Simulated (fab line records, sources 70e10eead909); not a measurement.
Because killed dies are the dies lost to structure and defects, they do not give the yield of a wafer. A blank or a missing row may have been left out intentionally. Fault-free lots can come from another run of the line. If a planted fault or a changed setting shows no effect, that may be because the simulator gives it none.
2 desks, one fault || flow nand_harc || every desk sees just its own numbers, and what lay behind them comes last

THE METROLOGY DESK
Lot by lot, what the gauges showed, no matter which tool ran the lot: averages of those sampled wafers that carry a number. If a lot's mean is further than 4 standard deviations from the usual mean, the lot is out of limits and carries the mark OUT (the distance appears in the brackets).
Columns: A = thk_nm at NHARC_A_ONON_D2_THK_MEAS_21, usual 1001 nm; B = thk_nm at NHARC_A_ONON_D2_THK_MEAS_24, usual 998 nm; C = cd_nm at NHARC_A_CHANNEL_HOLE_D2_CD_MEAS_10, usual 100.1 nm; D = cd_nm at NHARC_A_CHANNEL_HOLE_D2_CD_MEAS_31, usual 89.9 nm
{"lot": "L816", "first seen here": "day 12 11:01", "A": 1000, "B": 988, "C": 100.2, "D": 90.4}
{"lot": "L820", "first seen here": "day 14 15:18", "A": 990, "B": 1006, "C": 100.3, "D": 90.2}
{"lot": "L822", "first seen here": "day 14 22:47", "A": 990, "B": 1010, "C": 100.3, "D": 90.4}
{"lot": "L821", "first seen here": "day 14 22:49", "A": 1007, "B": 986, "C": 99.8, "D": 89.3}
{"lot": "L825", "first seen here": "day 16 09:55", "A": 997, "B": 1008, "C": 100.1, "D": 90.0}
{"lot": "L830", "first seen here": "day 19 01:14", "A": 1001, "B": 984, "C": 100.8, "D": 90.1}
{"lot": "L833", "first seen here": "day 19 14:50", "A": 1008, "B": 982, "C": "109.0 (+22) OUT", "D": "99.0 (+8.3) OUT"}
{"lot": "L834", "first seen here": "day 20 02:16", "A": 998, "B": 992, "C": "106.6 (+16) OUT", "D": "96.2 (+5.8) OUT"}
{"lot": "L836", "first seen here": "day 21 03:24", "A": 1014, "B": 1000, "C": "107.3 (+18) OUT", "D": "96.2 (+5.8) OUT"}
{"lot": "L839", "first seen here": "day 22 02:02", "A": 987, "B": 1007, "C": 99.7, "D": 88.9}
This desk's finding: out of limits on L833, L834, L836; first on L833, day 19 21:02 (cd_nm at NHARC_A_CHANNEL_HOLE_D2_CD_MEAS_10). In limits: L816, L820, L822, L821, L825, L830, L839.

TOOL OWNER'S DESK, litho_track-04
The tool's own readings at NHARC_A_CHANNEL_HOLE_D2_PEB_08 (peb time 65 s): means of the sampled wafers that have a number, for each lot that ran on this tool. If a lot's mean is further than 4 standard deviations from the usual mean, the lot is out of limits and carries the mark OUT (the distance appears in the brackets).
Columns: A = heater_power_total_W at NHARC_A_CHANNEL_HOLE_D2_PEB_08, usual 156.7 W
{"lot": "L816", "first seen here": "day 12 15:52", "A": 156.7}
{"lot": "L821", "first seen here": "day 15 04:38", "A": 156.8}
{"lot": "L830", "first seen here": "day 19 09:44", "A": 156.6}
{"lot": "L833", "first seen here": "day 19 20:58", "A": 156.6}
{"lot": "L834", "first seen here": "day 20 09:23", "A": 157.1}
{"lot": "L836", "first seen here": "day 21 10:13", "A": 157.0}
This desk's verdict: no lot among the 6 shows anything out of limits.

TAKEN TOGETHER
The metrology desk could have raised an alarm at day 19 21:02, on L833, L834, L836.
The desk of the tool owner found nothing out of limits.
On record at the tool owner's desk: L833, L834, L836, within its limits.
The lots listed all ran NHARC_A_CHANNEL_HOLE_D2_PEB_08 on litho_track-04.

WHAT THE SIMULATOR PUT IN
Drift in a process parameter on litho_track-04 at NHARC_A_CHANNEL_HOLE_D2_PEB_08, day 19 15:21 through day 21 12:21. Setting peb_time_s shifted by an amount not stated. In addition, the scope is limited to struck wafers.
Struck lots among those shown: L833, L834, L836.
Delay in hours, fault start to first out-of-limits reading, per desk: metrology desk 6.
